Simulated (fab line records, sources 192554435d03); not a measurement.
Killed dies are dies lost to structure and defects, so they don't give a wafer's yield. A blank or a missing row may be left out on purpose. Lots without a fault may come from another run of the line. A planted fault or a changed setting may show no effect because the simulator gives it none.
Which tool did it? | flow n5_finfet | 21 lots, 63 wafers sampled, at 6 steps of a route of 1938

WHAT THE GAUGES READ, wafer by wafer
The record holds no reading of a measuring or inspecting step that can be judged against a usual standard deviation.

WHICH TOOL RAN EACH LOT (tool, then ch and the chambers of the sampled wafers, then the start)
lot  | N5_BEOL_M6_ETCH_66                 | N5_BEOL_M6_ETCH_41                            | N5_BEOL_M7_ILD_DEP_00           | N5_BEOL_M7_PECVD_70             | N5_BEOL_M7_STRIP_67                | N5_BEOL_M7_DESCUM_33
L074 | rie_diel-06 ch 0,2,3, day 9 03:53  | rie_diel-06 ch 0,2,3, day 9 07:03 or earlier  | pecvd-04 ch 0,1, day 9 07:03    | pecvd-01 ch 0,1,2, day 9 07:40  | rie_diel-03 ch 0,1,3, day 9 09:38  | rie_diel-04 ch 0,2,3, day 9 10:36
L075 | rie_diel-06 ch 2,3, day 10 02:16   | rie_diel-06 ch 2,3, day 10 07:25 or earlier   | pecvd-04 ch 1,2, day 10 07:25   | pecvd-02 ch 1,2, day 10 08:01   | rie_diel-04 ch 0,1,2, day 10 08:59 | rie_diel-01 ch 2,3, day 10 10:05
L076 | rie_diel-05 ch 0,1,3, day 10 06:02 | rie_diel-05 ch 0,1,3, day 10 10:04 or earlier | pecvd-02 ch 0,1,2, day 10 10:04 | pecvd-04 ch 0,1,2, day 10 10:40 | rie_diel-03 ch 0,1, day 10 12:34   | rie_diel-04 ch 0,1, day 10 13:20
L077 | rie_diel-05 ch 1,2,3, day 10 11:06 | rie_diel-05 ch 1,2,3, day 10 14:01 or earlier | pecvd-01 ch 1,2, day 10 14:01   | pecvd-02 ch 0,2, day 10 14:44   | rie_diel-04 ch 1,2, day 10 15:43   | rie_diel-03 ch 1,2,3, day 10 17:03
L079 | rie_diel-02 ch 1,2,3, day 10 11:20 | rie_diel-02 ch 1,2,3, day 10 14:50 or earlier | pecvd-04 ch 0,1, day 10 14:50   | pecvd-04 ch 0,1, day 10 15:28   | rie_diel-01 ch 1,2, day 10 18:45   | rie_diel-03 ch 0,1,2, day 10 19:53
L078 | rie_diel-05 ch 0,1,2, day 10 13:35 | rie_diel-05 ch 0,1,2, day 10 16:58 or earlier | pecvd-01 ch 0,1,2, day 10 16:58 | pecvd-01 ch 0,2, day 10 17:36   | rie_diel-04 ch 0,1,3, day 10 19:19 | rie_diel-01 ch 1,2, day 10 21:29
L080 | rie_diel-06 ch 0,1,2, day 10 17:13 | rie_diel-06 ch 0,1,2, day 10 21:19 or earlier | pecvd-02 ch 0,2, day 10 21:19   | pecvd-01 ch 0,2, day 10 21:57   | rie_diel-04 ch 1,2,3, day 10 23:49 | rie_diel-03 ch 0,1, day 11 00:41
L082 | rie_diel-06 ch 0,1, day 11 20:48   | rie_diel-06 ch 0,1, day 12 01:32 or earlier   | pecvd-04 ch 0,2, day 12 01:32   | pecvd-02 ch 0, day 12 02:08     | rie_diel-04 ch 0,2, day 12 03:55   | rie_diel-04 ch 0,3, day 12 05:34
L084 | rie_diel-06 ch 1,2,3, day 12 05:41 | rie_diel-06 ch 1,2,3, day 12 08:51 or earlier | pecvd-02 ch 1,2, day 12 08:51   | pecvd-04 ch 0,2, day 12 09:28   | rie_diel-04 ch 0,3, day 12 12:25   | rie_diel-04 ch 2,3, day 12 13:13
L086 | rie_diel-06 ch 0,2,3, day 12 10:55 | rie_diel-06 ch 0,2,3, day 12 13:53 or earlier | pecvd-01 ch 0,1,2, day 12 13:53 | pecvd-04 ch 0,1,2, day 12 14:37 | rie_diel-04 ch 0,1,3, day 12 15:29 | rie_diel-01 ch 0,1,2, day 12 19:02
L087 | rie_diel-06 ch 0,1,2, day 12 17:41 | rie_diel-06 ch 0,1,2, day 12 21:18 or earlier | pecvd-02 ch 0,2, day 12 21:18   | pecvd-01 ch 1,2, day 12 21:55   | rie_diel-04 ch 0,1,2, day 13 00:08 | rie_diel-04 ch 0,1,2, day 13 01:22
L085 | rie_diel-05 ch 1,2,3, day 12 17:55 | rie_diel-05 ch 1,2,3, day 12 22:07 or earlier | pecvd-01 ch 0,1, day 12 22:07   | pecvd-02 ch 0,2, day 12 22:44   | rie_diel-04 ch 0,3, day 13 00:24   | rie_diel-01 ch 0,1,2, day 13 01:39
L088 | rie_diel-05 ch 1,3, day 12 21:59   | rie_diel-05 ch 1,3, day 13 00:32 or earlier   | pecvd-04 ch 0,1,2, day 13 00:32 | pecvd-02 ch 0,1, day 13 01:10   | rie_diel-01 ch 1,2, day 13 02:32   | rie_diel-01 ch 1,2,3, day 13 04:02
L090 | rie_diel-02 ch 0,3, day 13 17:15   | rie_diel-02 ch 0,3, day 13 20:14 or earlier   | pecvd-01 ch 0,1, day 13 20:14   | pecvd-01 ch 1,2, day 13 20:50   | rie_diel-01 ch 1,2,3, day 13 23:29 | rie_diel-01 ch 0,1,3, day 14 01:19
L091 | rie_diel-06 ch 0,1,3, day 13 18:37 | rie_diel-06 ch 0,1,3, day 14 00:09 or earlier | pecvd-02 ch 0,1,2, day 14 00:09 | pecvd-01 ch 0,2, day 14 00:46   | rie_diel-01 ch 0,2,3, day 14 03:01 | rie_diel-01 ch 0,1,3, day 14 05:30
L089 | rie_diel-05 ch 0,2, day 13 21:49   | rie_diel-05 ch 0,2, day 14 00:58 or earlier   | pecvd-02 ch 0,1,2, day 14 00:58 | pecvd-02 ch 0,1, day 14 01:35   | rie_diel-04 ch 1,3, day 14 03:11   | rie_diel-03 ch 1,2,3, day 14 06:08
L093 | rie_diel-02 ch 1,2,3, day 14 05:41 | rie_diel-02 ch 1,2,3, day 14 09:29 or earlier | pecvd-02 ch 0,1,2, day 14 09:29 | pecvd-02 ch 1,2, day 14 10:35   | rie_diel-03 ch 0,2,3, day 14 11:55 | rie_diel-03 ch 0,1, day 14 20:24
L096 | rie_diel-05 ch 0,2, day 14 21:16   | rie_diel-05 ch 0,2, day 15 01:11 or earlier   | pecvd-01 ch 0,2, day 15 01:11   | pecvd-04 ch 1,2, day 15 01:48   | rie_diel-03 ch 0,1,3, day 15 04:12 | rie_diel-03 ch 0,1, day 15 05:16
L094 | rie_diel-02 ch 0,3, day 14 23:05   | rie_diel-02 ch 0,3, day 15 01:51 or earlier   | pecvd-02 ch 0,1,2, day 15 01:51 | pecvd-04 ch 0,1,2, day 15 02:57 | rie_diel-04 ch 0,2, day 15 04:32   | rie_diel-04 ch 0,1,2, day 15 05:19
L095 | rie_diel-02 ch 0,3, day 15 00:14   | rie_diel-02 ch 0,3, day 15 04:39 or earlier   | pecvd-01 ch 0,1, day 15 04:39   | pecvd-01 ch 0,1,2, day 15 05:16 | rie_diel-04 ch 0,1,2, day 15 06:59 | rie_diel-04 ch 0,1,3, day 15 09:29
L097 | rie_diel-06 ch 2,3, day 16 01:06   | rie_diel-06 ch 2,3, day 16 05:08 or earlier   | pecvd-02 ch 1,2, day 16 05:08   | pecvd-04 ch 0,1,2, day 16 05:44 | rie_diel-04 ch 0,1,2, day 16 07:35 | rie_diel-04 ch 0,2,3, day 16 08:50
- N5_BEOL_M6_ETCH_66: etches SOC in N2/H2, target depth 80 nm, overetch 16 nm, time 120 s.
- N5_BEOL_M6_ETCH_41: etches SiCN in CH3F/O2, target depth 29.7 nm, time 52 s.
- N5_BEOL_M7_ILD_DEP_00: deposits SiCOH lowk from DEMS/porogen, target thk 179.75 nm, time 33.4 s.
- N5_BEOL_M7_PECVD_70: deposits SiO2 from TEOS/O2, target thk 20 nm, time 22.7 s.
- N5_BEOL_M7_STRIP_67: strips in CF4.
- N5_BEOL_M7_DESCUM_33: chemistry O2, time 7 s.

WHAT THE TOOLS THEMSELVES READ (means of the sampled wafers that have a number; where no wafer has one, the mark that the record gives instead)
N5_BEOL_M6_ETCH_66. Usual: drypump_motor_current_A 5.6 A, standard deviation 0.56; oes_product_au 0.61 a.u., standard deviation 0.061; rf_vpp_V 524.0 V, standard deviation 2; showerhead_plenum_p_Torr 2.54 Torr, standard deviation 0.072; throttle_valve_pct 17.70 %, standard deviation 0.26.
lot  | tool        | drypump_motor_current_A (A) | oes_product_au (a.u.) | rf_vpp_V (V) | showerhead_plenum_p_Torr (Torr) | throttle_valve_pct (%) | flag
L074 | rie_diel-06 | 5.2                         | 0.66                  | 525.3        | 2.57                            | 17.63                  |
L075 | rie_diel-06 | 5.0                         | 0.68                  | 523.2        | 2.52                            | 17.43                  |
L076 | rie_diel-05 | 5.6                         | 0.55                  | 523.3        | 2.52                            | 17.67                  |
L077 | rie_diel-05 | 5.5                         | 0.57                  | 524.3        | 2.53                            | 17.66                  |
L079 | rie_diel-02 | 5.4                         | 0.61                  | 525.5        | 2.60                            | 18.13                  |
L078 | rie_diel-05 | 5.7                         | 0.59                  | 521.9        | 2.47                            | 17.57                  |
L080 | rie_diel-06 | 5.7                         | 0.62                  | 525.3        | 2.60                            | 17.71                  |
L082 | rie_diel-06 | 5.7                         | 0.57                  | 525.6        | 2.61                            | 17.88                  |
L084 | rie_diel-06 | 5.6                         | 0.65                  | 524.2        | 2.54                            | 17.52                  |
L086 | rie_diel-06 | 5.2                         | 0.63                  | 525.1        | 2.55                            | 17.68                  |
L087 | rie_diel-06 | 5.8                         | 0.61                  | 526.2        | 2.59                            | 17.75                  |
L085 | rie_diel-05 | 5.5                         | 0.63                  | 523.2        | 2.52                            | 17.54                  |
L088 | rie_diel-05 | 5.4                         | 0.66                  | 524.7        | 2.57                            | 17.49                  |
L090 | rie_diel-02 | 5.9                         | 0.72                  | 524.8        | 2.59                            | 17.90                  |
L091 | rie_diel-06 | 5.5                         | 0.59                  | 523.9        | 2.55                            | 17.69                  |
L089 | rie_diel-05 | 6.0                         | 0.60                  | 520.8        | 2.43                            | 17.56                  |
L093 | rie_diel-02 | 5.4                         | 0.57                  | 525.2        | 2.58                            | 18.20                  |
L096 | rie_diel-05 | 6.2                         | 0.58                  | 520.9        | 2.42                            | 17.58                  |
L094 | rie_diel-02 | 5.9                         | 0.69                  | 525.7        | 2.59                            | 17.92                  |
L095 | rie_diel-02 | 5.6                         | 0.67                  | 525.0        | 2.59                            | 17.90                  |
L097 | rie_diel-06 | 5.0                         | 0.63                  | 522.7        | 2.50                            | 17.51                  |

N5_BEOL_M6_ETCH_41. Usual: drypump_motor_current_A 5.6 A, standard deviation 0.56; oes_product_au 0.80 a.u., standard deviation 0.086; rf_vpp_V 297.4 V, standard deviation 1.3; showerhead_plenum_p_Torr 2.00 Torr, standard deviation 0.049; throttle_valve_pct 16.26 %, standard deviation 0.26.
lot  | tool        | drypump_motor_current_A (A) | oes_product_au (a.u.) | rf_vpp_V (V) | showerhead_plenum_p_Torr (Torr) | throttle_valve_pct (%) | flag
L074 | rie_diel-06 | 5.2                         | 0.85                  | 297.6        | 2.02                            | 16.16                  |
L075 | rie_diel-06 | 5.0                         | 0.89                  | 297.0        | 1.97                            | 15.90                  |
L076 | rie_diel-05 | 5.6                         | 0.71                  | 297.7        | 1.99                            | 16.33                  |
L077 | rie_diel-05 | 5.5                         | 0.73                  | 297.3        | 2.00                            | 16.28                  |
L079 | rie_diel-02 | 5.4                         | 0.79                  | 298.7        | 2.04                            | 16.50                  |
L078 | rie_diel-05 | 5.7                         | 0.75                  | 296.8        | 1.96                            | 16.26                  |
L080 | rie_diel-06 | 5.7                         | 0.82                  | 297.8        | 2.04                            | 16.21                  |
L082 | rie_diel-06 | 5.7                         | 0.74                  | 298.1        | 2.05                            | 16.38                  |
L084 | rie_diel-06 | 5.6                         | 0.83                  | 298.2        | 1.99                            | 15.97                  |
L086 | rie_diel-06 | 5.2                         | 0.81                  | 298.0        | 2.01                            | 16.21                  |
L087 | rie_diel-06 | 5.7                         | 0.79                  | 297.1        | 2.03                            | 16.24                  |
L085 | rie_diel-05 | 5.5                         | 0.81                  | 297.4        | 2.00                            | 16.15                  |
L088 | rie_diel-05 | 5.4                         | 0.86                  | 297.4        | 2.03                            | 16.07                  |
L090 | rie_diel-02 | 5.9                         | 0.92                  | 299.2        | 2.04                            | 16.42                  |
L091 | rie_diel-06 | 5.5                         | 0.78                  | 297.5        | 2.00                            | 16.15                  |
L089 | rie_diel-05 | 6.0                         | 0.77                  | 295.8        | 1.93                            | 16.25                  |
L093 | rie_diel-02 | 5.4                         | 0.75                  | 297.9        | 2.03                            | 16.57                  |
L096 | rie_diel-05 | 6.2                         | 0.75                  | 295.6        | 1.92                            | 16.33                  |
L094 | rie_diel-02 | 5.9                         | 0.89                  | 298.6        | 2.04                            | 16.44                  |
L095 | rie_diel-02 | 5.6                         | 0.87                  | 297.7        | 2.04                            | 16.45                  |
L097 | rie_diel-06 | 5.0                         | 0.82                  | 296.4        | 1.96                            | 15.99                  |

N5_BEOL_M7_ILD_DEP_00. Usual: heater_power_w 306 W, standard deviation 56; showerhead_plenum_p_Torr 5.744 Torr, standard deviation 0.02; throttle_valve_pct 14.1 %, standard deviation 0.69.
lot  | tool     | heater_power_w (W) | showerhead_plenum_p_Torr (Torr) | throttle_valve_pct (%) | flag
L074 | pecvd-04 | 262                | 5.740                           | 14.9                   |
L075 | pecvd-04 | 241                | 5.749                           | 13.9                   |
L076 | pecvd-02 | 344                | 5.753                           | 13.8                   |
L077 | pecvd-01 | 263                | 5.728                           | 14.7                   |
L079 | pecvd-04 | 317                | 5.745                           | 15.1                   |
L078 | pecvd-01 | 278                | 5.733                           | 14.3                   |
L080 | pecvd-02 | 324                | 5.755                           | 13.7                   |
L082 | pecvd-04 | 334                | 5.739                           | 14.3                   |
L084 | pecvd-02 | 342                | 5.756                           | 13.8                   |
L086 | pecvd-01 | 301                | 5.717                           | 14.4                   |
L087 | pecvd-02 | 283                | 5.766                           | 13.5                   |
L085 | pecvd-01 | 269                | 5.739                           | 14.4                   |
L088 | pecvd-04 | 270                | 5.743                           | 14.5                   |
L090 | pecvd-01 | 260                | 5.732                           | 14.8                   |
L091 | pecvd-02 | 354                | 5.758                           | 13.8                   |
L089 | pecvd-02 | 349                | 5.757                           | 13.6                   |
L093 | pecvd-02 | 352                | 5.757                           | 13.6                   |
L096 | pecvd-01 | 323                | 5.715                           | 13.7                   |
L094 | pecvd-02 | 333                | 5.768                           | 13.7                   |
L095 | pecvd-01 | 254                | 5.739                           | 14.8                   |
L097 | pecvd-02 | 387                | 5.753                           | 13.9                   |

N5_BEOL_M7_PECVD_70. Usual: heater_power_w 697 W, standard deviation 96; showerhead_plenum_p_Torr 8.78 Torr, standard deviation 0.079; throttle_valve_pct 22.8 %, standard deviation 1.2.
lot  | tool     | heater_power_w (W) | showerhead_plenum_p_Torr (Torr) | throttle_valve_pct (%) | flag
L074 | pecvd-01 | 675                | 8.72                            | 23.0                   |
L075 | pecvd-02 | 778                | 8.89                            | 22.2                   |
L076 | pecvd-04 | 632                | 8.79                            | 23.2                   |
L077 | pecvd-02 | 676                | 8.89                            | 21.9                   |
L079 | pecvd-04 | 685                | 8.79                            | 24.0                   |
L078 | pecvd-01 | 710                | 8.67                            | 22.0                   |
L080 | pecvd-01 | 736                | 8.68                            | 22.2                   |
L082 | pecvd-02 | 762                | 8.81                            | 21.7                   |
L084 | pecvd-04 | 658                | 8.80                            | 22.3                   |
L086 | pecvd-04 | 639                | 8.80                            | 23.3                   |
L087 | pecvd-01 | 673                | 8.71                            | 22.7                   |
L085 | pecvd-02 | 714                | 8.85                            | 21.9                   |
L088 | pecvd-02 | 747                | 8.84                            | 21.9                   |
L090 | pecvd-01 | 655                | 8.67                            | 23.0                   |
L091 | pecvd-01 | 704                | 8.67                            | 22.2                   |
L089 | pecvd-02 | 701                | 8.82                            | 21.8                   |
L093 | pecvd-02 | 735                | 8.86                            | 22.3                   |
L096 | pecvd-04 | 605                | 8.81                            | 23.5                   |
L094 | pecvd-04 | 629                | 8.79                            | 23.2                   |
L095 | pecvd-01 | 687                | 8.71                            | 23.0                   |
L097 | pecvd-04 | 598                | 8.80                            | 23.4                   |

N5_BEOL_M7_STRIP_67. Usual: drypump_motor_current_A 5.5 A, standard deviation 0.55; oes_product_au 0.79 a.u., standard deviation 0.08; power_w 299.9 W, standard deviation 0.92; rf_vpp_V 271.1 V, standard deviation 1.5; showerhead_plenum_p_Torr 1.78 Torr, standard deviation 0.064; throttle_valve_pct 13.60 %, standard deviation 0.21.
lot  | tool        | drypump_motor_current_A (A) | oes_product_au (a.u.) | power_w (W) | rf_vpp_V (V) | showerhead_plenum_p_Torr (Torr) | throttle_valve_pct (%) | flag
L074 | rie_diel-03 | 5.6                         | 0.82                  | 300.7       | 272.3        | 1.82                            | 13.60                  |
L075 | rie_diel-04 | 5.2                         | 0.80                  | 299.5       | 271.3        | 1.76                            | 13.57                  |
L076 | rie_diel-03 | 5.4                         | 0.78                  | 300.2       | 272.2        | 1.83                            | 13.74                  |
L077 | rie_diel-04 | 5.0                         | 0.73                  | 300.5       | 269.5        | 1.72                            | 13.58                  |
L079 | rie_diel-01 | 5.3                         | 0.84                  | 299.2       | 269.9        | 1.74                            | 13.49                  |
L078 | rie_diel-04 | 5.8                         | 0.81                  | 299.5       | 272.1        | 1.79                            | 13.62                  |
L080 | rie_diel-04 | 5.6                         | 0.73                  | 299.6       | 270.2        | 1.75                            | 13.66                  |
L082 | rie_diel-04 | 5.1                         | 0.82                  | 300.8       | 270.7        | 1.76                            | 13.53                  |
L084 | rie_diel-04 | 6.1                         | 0.78                  | 299.7       | 271.0        | 1.78                            | 13.65                  |
L086 | rie_diel-04 | 5.8                         | 0.78                  | 300.0       | 270.5        | 1.79                            | 13.66                  |
L087 | rie_diel-04 | 5.2                         | 0.77                  | 300.0       | 270.4        | 1.76                            | 13.63                  |
L085 | rie_diel-04 | 5.7                         | 0.81                  | 300.0       | 272.2        | 1.79                            | 13.60                  |
L088 | rie_diel-01 | 5.2                         | 0.76                  | 299.3       | 270.0        | 1.71                            | 13.74                  |
L090 | rie_diel-01 | 5.4                         | 0.80                  | 299.3       | 271.5        | 1.76                            | 13.54                  |
L091 | rie_diel-01 | 5.5                         | 0.86                  | 299.4       | 271.0        | 1.83                            | 13.40                  |
L089 | rie_diel-04 | 5.9                         | 0.74                  | 299.3       | 270.7        | 1.78                            | 13.77                  |
L093 | rie_diel-03 | 5.4                         | 0.82                  | 299.5       | 270.8        | 1.82                            | 13.56                  |
L096 | rie_diel-03 | 5.6                         | 0.79                  | 299.5       | 272.2        | 1.81                            | 13.67                  |
L094 | rie_diel-04 | 5.1                         | 0.89                  | 299.2       | 271.4        | 1.83                            | 13.38                  |
L095 | rie_diel-04 | 5.2                         | 0.85                  | 299.8       | 272.4        | 1.82                            | 13.46                  |
L097 | rie_diel-04 | 5.2                         | 0.84                  | 299.8       | 272.6        | 1.82                            | 13.47                  |

N5_BEOL_M7_DESCUM_33. Usual: drypump_motor_current_A 5.4 A, standard deviation 0.45; oes_product_au 0.81 a.u., standard deviation 0.079; rf_vpp_V 243.0 V, standard deviation 1.3; showerhead_plenum_p_Torr 2.09 Torr, standard deviation 0.075; throttle_valve_pct 20.44 %, standard deviation 0.22.
lot  | tool        | drypump_motor_current_A (A) | oes_product_au (a.u.) | rf_vpp_V (V) | showerhead_plenum_p_Torr (Torr) | throttle_valve_pct (%) | flag
L074 | rie_diel-04 | 5.5                         | 0.79                  | 242.2        | 2.05                            | 20.40                  |
L075 | rie_diel-01 | 5.5                         | 0.90                  | 243.3        | 2.09                            | 20.22                  |
L076 | rie_diel-04 | 5.4                         | 0.85                  | 243.5        | 2.10                            | 20.37                  |
L077 | rie_diel-03 | 5.6                         | 0.77                  | 243.4        | 2.07                            | 20.53                  |
L079 | rie_diel-03 | 5.2                         | 0.81                  | 243.8        | 2.13                            | 20.45                  |
L078 | rie_diel-01 | 5.4                         | 0.83                  | 241.5        | 2.02                            | 20.45                  |
L080 | rie_diel-03 | 5.2                         | 0.84                  | 242.9        | 2.17                            | 20.40                  |
L082 | rie_diel-04 | 5.7                         | 0.82                  | 243.2        | 2.08                            | 20.39                  |
L084 | rie_diel-04 | 5.3                         | 0.70                  | 241.9        | 2.00                            | 20.48                  |
L086 | rie_diel-01 | 5.3                         | 0.82                  | 242.0        | 2.08                            | 20.53                  |
L087 | rie_diel-04 | 5.2                         | 0.76                  | 242.7        | 2.05                            | 20.45                  |
L085 | rie_diel-01 | 5.3                         | 0.82                  | 242.4        | 2.08                            | 20.53                  |
L088 | rie_diel-01 | 5.4                         | 0.82                  | 242.4        | 2.05                            | 20.42                  |
L090 | rie_diel-01 | 5.3                         | 0.83                  | 242.5        | 2.11                            | 20.48                  |
L091 | rie_diel-01 | 5.3                         | 0.82                  | 244.0        | 2.11                            | 20.49                  |
L089 | rie_diel-03 | 5.6                         | 0.76                  | 242.4        | 2.07                            | 20.55                  |
L093 | rie_diel-03 | 5.2                         | 0.82                  | 244.2        | 2.16                            | 20.42                  |
L096 | rie_diel-03 | 5.4                         | 0.76                  | 243.5        | 2.12                            | 20.62                  |
L094 | rie_diel-04 | 5.2                         | 0.86                  | 244.1        | 2.13                            | 20.32                  |
L095 | rie_diel-04 | 5.8                         | 0.77                  | 242.8        | 2.07                            | 20.51                  |
L097 | rie_diel-04 | 5.5                         | 0.84                  | 243.2        | 2.12                            | 20.31                  |

THE ANSWER, worked out from the rows above alone
Rule: a lot is off if the mean of its wafers that have a number lies more than 3 standard deviations from the usual mean. A lot without any number at a reading at which 4 lots or more have one is off too. The other lots that the step has rows for count as sound. The gauges are gone through in route order, then the tools' own readings, and for those a lot's mean is taken as printed above. The first step at which some lot is off is used, and at that step the reading that is off furthest; a lot without a number counts as furthest.
No lot is off at any reading shown: from this, nothing can be told.

WHAT THE SIMULATOR HAD PUT IN
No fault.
